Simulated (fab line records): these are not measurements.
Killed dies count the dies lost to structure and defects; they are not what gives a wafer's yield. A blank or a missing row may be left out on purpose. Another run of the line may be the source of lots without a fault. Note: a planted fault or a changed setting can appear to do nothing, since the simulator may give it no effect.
What tool caused it? || flow n5Finfet || 10 lots with 30 wafers sampled at 5 steps, on a route of 1938 steps

WHAT THE GAUGES SHOWED, per wafer
N5_BEOL_M4_RC_MEAS_101.
{"lot": "L958", "measured": "day 7 14:26", "on": "prober-02", "DIBL_N (mV/V)": "36.5 36.3 37.5"}
{"lot": "L967", "measured": "day 10 08:52", "on": "prober-01", "DIBL_N (mV/V)": "37.3 35.2 35.7"}
{"lot": "L969", "measured": "day 11 13:34", "on": "prober-01", "DIBL_N (mV/V)": "35.5 37.7 35.9"}
{"lot": "L970", "measured": "day 11 21:41", "on": "prober-01", "DIBL_N (mV/V)": "35.9 34.9 37.9"}
{"lot": "L971", "measured": "day 12 04:12", "on": "prober-01", "DIBL_N (mV/V)": "37.0 35.7 39.4"}
{"lot": "L973", "measured": "day 12 01:39", "on": "prober-01", "DIBL_N (mV/V)": "37.0 36.3 36.7"}
{"lot": "L975", "measured": "day 13 04:23", "on": "prober-02", "DIBL_N (mV/V)": "38.3 38.5 37.0"}
{"lot": "L977", "measured": "day 12 20:55", "on": "prober-02", "DIBL_N (mV/V)": "35.8 35.6 34.0"}
{"lot": "L978", "measured": "day 13 15:44", "on": "prober-02", "DIBL_N (mV/V)": "34.4 35.5 35.8"}
{"lot": "L981", "measured": "day 14 10:47", "on": "prober-02", "DIBL_N (mV/V)": "35.4 36.9 37.4"}

WHICH TOOL RAN EACH LOT (tool, then ch and the chambers of the sampled wafers, then the start)
{"lot": "L958", "N5_MOL_CONTACT_COAG_CMP_52": "cmp-01 ch 1,2,3, day 5 06:41", "N5_BEOL_M0_SAQP_PECVD_96": "pecvd-01 ch 0,2, day 5 13:17", "N5_BEOL_M0_SAQP_PECVD_97": "pecvd-01 ch 0,2, day 5 13:22", "N5_BEOL_M0_SAQP_HM_DEP_111": "pecvd-04 ch 1,2, day 5 13:35"}
{"lot": "L967", "N5_MOL_CONTACT_COAG_CMP_52": "cmp-01 ch 0,1,3, day 7 10:24", "N5_BEOL_M0_SAQP_PECVD_96": "pecvd-01 ch 0,2, day 7 15:25", "N5_BEOL_M0_SAQP_PECVD_97": "pecvd-01 ch 0,2, day 7 15:27", "N5_BEOL_M0_SAQP_HM_DEP_111": "pecvd-03 ch 1,2, day 7 15:37"}
{"lot": "L969", "N5_MOL_CONTACT_COAG_CMP_52": "cmp-02 ch 0,1,2, day 7 21:00", "N5_BEOL_M0_SAQP_PECVD_96": "pecvd-01 ch 0,1,2, day 8 03:34", "N5_BEOL_M0_SAQP_PECVD_97": "pecvd-01 ch 0,1,2, day 8 03:37", "N5_BEOL_M0_SAQP_HM_DEP_111": "pecvd-03 ch 0,1,2, day 8 03:47"}
{"lot": "L970", "N5_MOL_CONTACT_COAG_CMP_52": "cmp-01 ch 2,3, day 8 15:27", "N5_BEOL_M0_SAQP_PECVD_96": "pecvd-03 ch 0,1,2, day 8 19:47", "N5_BEOL_M0_SAQP_PECVD_97": "pecvd-03 ch 0,1,2, day 8 19:50", "N5_BEOL_M0_SAQP_HM_DEP_111": "pecvd-03 ch 0,1,2, day 8 20:01"}
{"lot": "L971", "N5_MOL_CONTACT_COAG_CMP_52": "cmp-03 ch 0,2, day 8 16:12", "N5_BEOL_M0_SAQP_PECVD_96": "pecvd-04 ch 1,2, day 8 23:42", "N5_BEOL_M0_SAQP_PECVD_97": "pecvd-04 ch 1,2, day 8 23:44", "N5_BEOL_M0_SAQP_HM_DEP_111": "pecvd-01 ch 0,1,2, day 8 23:55"}
{"lot": "L973", "N5_MOL_CONTACT_COAG_CMP_52": "cmp-02 ch 0,2,3, day 8 23:31", "N5_BEOL_M0_SAQP_PECVD_96": "pecvd-03 ch 0,1,2, day 9 04:38", "N5_BEOL_M0_SAQP_PECVD_97": "pecvd-03 ch 0,1,2, day 9 04:41", "N5_BEOL_M0_SAQP_HM_DEP_111": "pecvd-04 ch 0,1, day 9 04:51"}
{"lot": "L975", "N5_MOL_CONTACT_COAG_CMP_52": "cmp-02 ch 1,2,3, day 9 09:50", "N5_BEOL_M0_SAQP_PECVD_96": "pecvd-03 ch 0,1,2, day 9 14:53", "N5_BEOL_M0_SAQP_PECVD_97": "pecvd-03 ch 0,1,2, day 9 14:55", "N5_BEOL_M0_SAQP_HM_DEP_111": "pecvd-01 ch 0,1,2, day 9 15:05"}
{"lot": "L977", "N5_MOL_CONTACT_COAG_CMP_52": "cmp-02 ch 0,2,3, day 10 02:16", "N5_BEOL_M0_SAQP_PECVD_96": "pecvd-04 ch 0,2, day 10 06:35", "N5_BEOL_M0_SAQP_PECVD_97": "pecvd-04 ch 0,2, day 10 06:38", "N5_BEOL_M0_SAQP_HM_DEP_111": "pecvd-04 ch 0,1, day 10 06:48"}
{"lot": "L978", "N5_MOL_CONTACT_COAG_CMP_52": "cmp-01 ch 0,1,3, day 10 06:52", "N5_BEOL_M0_SAQP_PECVD_96": "pecvd-03 ch 0,1,2, day 10 11:58", "N5_BEOL_M0_SAQP_PECVD_97": "pecvd-03 ch 0,1,2, day 10 12:01", "N5_BEOL_M0_SAQP_HM_DEP_111": "pecvd-01 ch 0,1,2, day 10 12:11"}
{"lot": "L981", "N5_MOL_CONTACT_COAG_CMP_52": "cmp-01 ch 0,1,2, day 11 02:09", "N5_BEOL_M0_SAQP_PECVD_96": "pecvd-03 ch 0,1,2, day 11 08:23", "N5_BEOL_M0_SAQP_PECVD_97": "pecvd-03 ch 0,1,2, day 11 08:26", "N5_BEOL_M0_SAQP_HM_DEP_111": "pecvd-01 ch 0,1,2, day 11 08:37"}
- N5_MOL_CONTACT_COAG_CMP_52: polishes, stops on SiO2, t overpolish 1.5 s, target thk 66.5 nm.
- N5_BEOL_M0_SAQP_PECVD_96: deposits a-Si from SiH4/He, target thk 45 nm, time 45.2 s.
- N5_BEOL_M0_SAQP_PECVD_97: deposits SiNx from SiH4/NH3/N2, target thk 23 nm, time 19.9 s.
- N5_BEOL_M0_SAQP_HM_DEP_111: deposits SiO2 from SiH4/N2O, target thk 12 nm, time 7.2 s.

THE ANSWER, worked out from the rows above alone
Rule: the usual values come from the lots themselves. Put in order of their means at a reading, lots are off if they are a third of the lots or fewer, leave a main group of 4 or more, and stand apart from it by a gap of 3 or more times the standard deviation of the main group's means; of several such gaps the widest counts. A main group whose means are all the same, to the digits that the tables above print for the reading, isn't used. A lot without any number at a reading at which 4 lots or more have one is off too. Where the step has rows for the other lots, those lots are counted as sound.
No lot is off on any of the readings shown, so nothing can be concluded from this.

WHAT WAS PUT IN BY THE SIMULATOR
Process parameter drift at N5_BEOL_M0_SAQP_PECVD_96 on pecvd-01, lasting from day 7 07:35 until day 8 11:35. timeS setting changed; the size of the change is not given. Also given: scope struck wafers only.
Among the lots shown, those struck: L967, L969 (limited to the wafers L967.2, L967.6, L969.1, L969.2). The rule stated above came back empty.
